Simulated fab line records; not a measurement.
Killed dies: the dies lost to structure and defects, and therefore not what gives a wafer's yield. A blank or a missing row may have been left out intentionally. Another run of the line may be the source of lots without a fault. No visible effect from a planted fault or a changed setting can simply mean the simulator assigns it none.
Chamber matching -- flow nand_harc -- NHARC_A_CONTACT_DEP_24 on pecvd-02 has 3 sister chambers
The step deposits SiO2, target thk 500 nm. 3 wafers are shown with their chamber, then 7 later ones without.

## WAFERS WITH THEIR CHAMBER
wafer,chamber,throttle_valve_pct (%)
L086.6,1,15.5
L087.1,2,16.7
L087.2,0,16.1

## WAFERS WITH NO CHAMBER GIVEN
wafer,throttle_valve_pct (%)
L087.3,15.7
L092.2,15.5
L092.3,16.4
L092.4,16.9
L094.1,15.5
L094.5,16.5
L094.6,15.7

## EACH ONE'S CHAMBER
wafer,from the rows above,in truth
L087.3,can't be placed: 1 or 0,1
L092.2,1,1
L092.3,can't be placed: 0 or 2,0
L092.4,2,2
L094.1,1,1
L094.5,can't be placed: 2 or 0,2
L094.6,can't be placed: 1 or 0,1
3 of 7 placed correctly. From these rows, 4 cannot be placed; in 4 the true chamber is one of the candidates. Wrongly placed: 0.
How it was worked out, from the rows above alone: a wafer's distance from a chamber is the root of the sum, over the readings, of the square of ((its reading less the chamber's mean) divided by the reading's scatter). If the next closest chamber is less than 2 further off than the closest, the wafer can't be placed; otherwise it belongs to the closest. The mean given for a chamber averages the wafers shown for that chamber. The scatter: with one shown wafer a chamber, the root of the mean of the squares of how far each hidden wafer lies from its nearest shown one.
